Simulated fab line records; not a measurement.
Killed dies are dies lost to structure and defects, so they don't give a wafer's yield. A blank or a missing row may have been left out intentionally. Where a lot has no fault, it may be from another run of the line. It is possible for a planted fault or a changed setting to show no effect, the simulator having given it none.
Which tool was responsible? | flow nand harc | Sampling: 11 lots, 33 wafers, 5 of 1159 route steps

## WHAT THE GAUGES READ, wafer by wafer
NHARC_END_SORT_01. Usual: killed at array 26, standard deviation 8.6; killed at other 0.7, standard deviation 0.97; killed at periphery 3.2, standard deviation 2.2; killed dies 30, standard deviation 8.9; killed open 3.1, standard deviation 1.8; killed short 2.2, standard deviation 1.8.
lot  | measured     | on        | killed at array | killed at other | killed at periphery | killed dies | killed open | killed short | flag
L410 | day 21 10:40 | prober-02 | 26 133 30       | 0 0 0           | 3 3 3               | 29 136 33   | 1 3 2       | 4 5 7        | OFF
L413 | day 21 17:37 | prober-02 | 19 253 12       | 1 0 0           | 3 1 4               | 23 254 16   | 5 2 1       | 2 1 1        | OFF

## WHICH TOOL RAN EACH LOT (tool, then ch and the chambers of the sampled wafers, then the start)
lot  | NHARC_A_WL_FILL_ETCHBACK_17       | NHARC_A_CONTACT_ETCH_49                       | NHARC_A_CONTACT_ETCH_50                       | NHARC_A_CONTACT_ETCH_51
L406 | rie metal-02 ch 0, day 16 06:02   | rie diel-07 ch 1,2, day 16 21:49 or earlier   | rie diel-07 ch 1,2, day 16 21:49 or earlier   | rie diel-07 ch 1,3, day 16 21:49
L407 | rie metal-03 ch 0,1, day 16 07:11 | rie diel-13 ch 2,3, day 16 23:18 or earlier   | rie diel-13 ch 1,2,3, day 16 23:18 or earlier | rie diel-13 ch 1,2, day 16 23:18
L410 | rie metal-01 ch 0,1, day 17 17:47 | rie diel-07 ch 1,2,3, day 18 10:13 or earlier | rie diel-07 ch 1,2, day 18 10:13 or earlier   | rie diel-07 ch 0,3, day 18 10:13
L413 | rie metal-02 ch 0,1, day 18 00:53 | rie diel-07 ch 0,2,3, day 18 17:59 or earlier | rie diel-07 ch 0,1,2, day 18 17:59 or earlier | rie diel-07 ch 0,1,2, day 18 17:59
L417 | rie metal-01 ch 0,1, day 18 18:49 | rie diel-13 ch 0,3, day 19 13:11 or earlier   | rie diel-13 ch 2,3, day 19 13:11 or earlier   | rie diel-13 ch 0,2,3, day 19 13:11
L415 | rie metal-02 ch 0,1, day 18 19:36 | rie diel-13 ch 0,1,2, day 19 14:11 or earlier | rie diel-13 ch 0,2,3, day 19 14:11 or earlier | rie diel-13 ch 0,1,3, day 19 14:11
L421 | rie metal-03 ch 0,1, day 20 20:58 | rie diel-07 ch 0,2,3, day 21 16:20 or earlier | rie diel-07 ch 0,1, day 21 16:20 or earlier   | rie diel-07 ch 0,1,3, day 21 16:20
L425 | rie metal-03 ch 0,1, day 21 02:05 | rie diel-13 ch 1,2,3, day 21 20:15 or earlier | rie diel-13 ch 0,1,2, day 21 20:15 or earlier | rie diel-13 ch 1,2,3, day 21 20:15
L424 | rie metal-03 ch 0,1, day 21 04:11 | rie diel-07 ch 0,1,2, day 21 20:08 or earlier | rie diel-07 ch 1,2,3, day 21 20:08 or earlier | rie diel-07 ch 0,1,2, day 21 20:08
L423 | rie metal-01 ch 0,1, day 21 05:13 | rie diel-07 ch 0,2,3, day 22 05:38 or earlier | rie diel-07 ch 0,3, day 22 05:38 or earlier   | rie diel-07 ch 0,2,3, day 22 05:38
L426 | rie metal-02 ch 1, day 21 11:14   | rie diel-07 ch 0,1,2, day 22 07:29 or earlier | rie diel-07 ch 0,2,3, day 22 07:29 or earlier | rie diel-07 ch 1,3, day 22 07:29
- NHARC_A_WL_FILL_ETCHBACK_17: etches the open film in Cl2/BCl3, target depth 4 nm, time 26.7 s.
- NHARC_A_CONTACT_ETCH_49: etches the open film in N2/H2, target depth 260 nm, time 475.3 s.
- NHARC_A_CONTACT_ETCH_50: etches the open film in CF4/CHF3, target depth 84.7 nm, time 42.4 s.
- NHARC_A_CONTACT_ETCH_51: etches the open film in O2/COS, target depth 3600 nm, time 936 s.

## AS READ BY THE TOOLS THEMSELVES (means over the sampled wafers that have a number; for cases with no such wafer, the mark the record gives instead)
NHARC_A_WL_FILL_ETCHBACK_17. Usual: drypump motor current A 5.6 A, standard deviation 0.54; oes product au 1.000 a.u., standard deviation 0.0071.
lot  | tool         | drypump motor current A (A) | oes product au (a.u.) | flag
L406 | rie metal-02 | 5.5                         | 0.994                 |
L407 | rie metal-03 | 6.1                         | 1.000                 |
L410 | rie metal-01 | 5.9                         | 0.995                 |
L413 | rie metal-02 | 5.3                         | 1.005                 |
L417 | rie metal-01 | 5.8                         | 1.008                 |
L415 | rie metal-02 | 5.1                         | 1.007                 |
L421 | rie metal-03 | 5.6                         | 0.999                 |
L425 | rie metal-03 | 6.1                         | 1.006                 |
L424 | rie metal-03 | 5.6                         | 0.996                 |
L423 | rie metal-01 | 5.8                         | 0.999                 |
L426 | rie metal-02 | 4.9                         | 1.010                 |

NHARC_A_CONTACT_ETCH_49. Usual: drypump motor current A 5.7 A, standard deviation 0.36; h2 flow sccm 149.9 sccm, standard deviation 0.43; oes product au 1.003 a.u., standard deviation 0.0067; rf vpp V 431 V, standard deviation 3.5; showerhead plenum p Torr 2.04 Torr, standard deviation 0.12; throttle valve pct 14.171 %, standard deviation 0.009.
lot  | tool        | drypump motor current A (A) | h2 flow sccm (sccm) | oes product au (a.u.) | rf vpp V (V) | showerhead plenum p Torr (Torr) | throttle valve pct (%) | flag
L406 | rie diel-07 | 5.6                         | 149.7               | 1.001                 | 430          | 2.02                            | 14.166                 |
L407 | rie diel-13 | 5.6                         | 149.8               | 1.008                 | 433          | 2.14                            | 14.171                 |
L410 | rie diel-07 | 5.8                         | 150.3               | 1.003                 | 431          | 2.06                            | 14.172                 |
L413 | rie diel-07 | 5.6                         | 149.8               | 1.001                 | 432          | 2.09                            | 14.167                 |
L417 | rie diel-13 | 5.4                         | 149.7               | 0.996                 | 429          | 1.99                            | 14.170                 |
L415 | rie diel-13 | 5.8                         | 150.3               | 1.003                 | 430          | 2.04                            | 14.173                 |
L421 | rie diel-07 | 5.6                         | 150.6               | 0.999                 | 432          | 2.08                            | 14.165                 |
L425 | rie diel-13 | 5.8                         | 149.8               | 1.009                 | 431          | 2.02                            | 14.170                 |
L424 | rie diel-07 | 5.4                         | 149.7               | 0.999                 | 434          | 2.15                            | 14.181                 |
L423 | rie diel-07 | 5.5                         | 150.2               | 1.009                 | 432          | 2.08                            | 14.175                 |
L426 | rie diel-07 | 5.4                         | 149.7               | 0.998                 | 434          | 2.15                            | 14.168                 |

NHARC_A_CONTACT_ETCH_50. Usual: chf3 flow sccm 29.99 sccm, standard deviation 0.095; drypump motor current A 5.6 A, standard deviation 0.37; oes product au 0.946 a.u., standard deviation 0.018; rf vpp V 370.7 V, standard deviation 3; showerhead plenum p Torr 1.58 Torr, standard deviation 0.087; throttle valve pct 16.802 %, standard deviation 0.0082.
lot  | tool        | chf3 flow sccm (sccm) | drypump motor current A (A) | oes product au (a.u.) | rf vpp V (V) | showerhead plenum p Torr (Torr) | throttle valve pct (%) | flag
L406 | rie diel-07 | 29.96                 | 5.6                         | 0.966                 | 369.7        | 1.56                            | 16.810                 |
L407 | rie diel-13 | 30.01                 | 5.8                         | 0.924                 | 370.2        | 1.57                            | 16.799                 |
L410 | rie diel-07 | 29.94                 | 5.6                         | 0.961                 | 372.3        | 1.63                            | 16.797                 |
L413 | rie diel-07 | 30.01                 | 5.4                         | 0.982                 | 373.3        | 1.65                            | 16.797                 |
L417 | rie diel-13 | 30.02                 | 5.5                         | 0.930                 | 373.1        | 1.63                            | 16.798                 |
L415 | rie diel-13 | 29.85                 | 5.5                         | 0.932                 | 372.0        | 1.59                            | 16.801                 |
L421 | rie diel-07 | 30.02                 | 5.5                         | 0.976                 | 372.1        | 1.62                            | 16.800                 |
L425 | rie diel-13 | 29.99                 | 5.8                         | 0.940                 | 369.8        | 1.57                            | 16.806                 |
L424 | rie diel-07 | 29.94                 | 5.8                         | 0.930                 | 371.3        | 1.59                            | 16.805                 |
L423 | rie diel-07 | 29.88                 | 5.4                         | 0.978                 | 370.4        | 1.59                            | 16.801                 |
L426 | rie diel-07 | 30.09                 | 5.5                         | 0.951                 | 372.4        | 1.60                            | 16.802                 |

NHARC_A_CONTACT_ETCH_51. Usual: drypump motor current A 5.6 A, standard deviation 0.38; oes product au 1.004 a.u., standard deviation 0.0073; rf vpp V 314.2 V, standard deviation 2.8; showerhead plenum p Torr 3.13 Torr, standard deviation 0.17; throttle valve pct 28.330 %, standard deviation 0.0097.
lot  | tool        | drypump motor current A (A) | oes product au (a.u.) | rf vpp V (V) | showerhead plenum p Torr (Torr) | throttle valve pct (%) | flag
L406 | rie diel-07 | 6.0                         | 1.009                 | 312.2        | 3.00                            | 28.330                 |
L407 | rie diel-13 | 6.1                         | 1.003                 | 313.9        | 3.08                            | 28.315                 |
L410 | rie diel-07 | 5.7                         | 0.958                 | 311.6        | 3.03                            | 28.334                 | OFF
L413 | rie diel-07 | 5.4                         | 0.957                 | 316.4        | 3.28                            | 28.333                 | OFF
L417 | rie diel-13 | 5.5                         | 1.006                 | 314.0        | 3.15                            | 28.340                 |
L415 | rie diel-13 | 5.7                         | 1.010                 | 312.6        | 3.02                            | 28.325                 |
L421 | rie diel-07 | 5.6                         | 1.001                 | 314.3        | 3.12                            | 28.319                 |
L425 | rie diel-13 | 5.8                         | 1.004                 | 313.3        | 3.10                            | 28.346                 |
L424 | rie diel-07 | 5.4                         | 1.000                 | 315.6        | 3.28                            | 28.322                 |
L423 | rie diel-07 | 5.5                         | 1.006                 | 315.3        | 3.18                            | 28.330                 |
L426 | rie diel-07 | 5.8                         | 1.000                 | 313.9        | 3.08                            | 28.334                 |

## THE ANSWER, worked out from the rows above alone
Rule: a lot counts as off when the mean over its wafers that have a number is more than 3 standard deviations away from the usual mean. Also off: a lot with no number at a reading for which 4 or more lots have one. All remaining lots with rows at the step are treated as sound. Order of review: gauges by route order, followed by the tools' own readings, for which a lot's mean as printed above is used. The first step at which some lot is off is used, and at that step the reading that is off furthest; a lot without a number counts as furthest.
Off: L410, L413, at NHARC_END_SORT_01 (killed at array). Neither off nor sound, because the step has no rows for them: L406, L407, L417, L415, L421, L425, L424, L423, L426.
A tool fits if, at a process step before that reading, it ran every lot that is off, and no sound lot after the first of them. Not tried: the gauges at NHARC_END_SORT_01; whatever is off there is also off at NHARC_A_CONTACT_ETCH_51, on other tools, and gauge error can't account for it. NHARC_A_CONTACT_ETCH_49 gives no start for some lots, so the hours and the order of its lots are those of NHARC_A_CONTACT_ETCH_51. NHARC_A_CONTACT_ETCH_50 gives no start for some lots, so the hours and the order of its lots are those of NHARC_A_CONTACT_ETCH_51. One fits: NHARC_A_CONTACT_ETCH_49 and NHARC_A_CONTACT_ETCH_50 and NHARC_A_CONTACT_ETCH_51 on rie diel-07. It ran no sound lot before its first lot that is off in this sample, so the start can't be narrowed down.

## WHAT THE SIMULATOR HAD INSERTED
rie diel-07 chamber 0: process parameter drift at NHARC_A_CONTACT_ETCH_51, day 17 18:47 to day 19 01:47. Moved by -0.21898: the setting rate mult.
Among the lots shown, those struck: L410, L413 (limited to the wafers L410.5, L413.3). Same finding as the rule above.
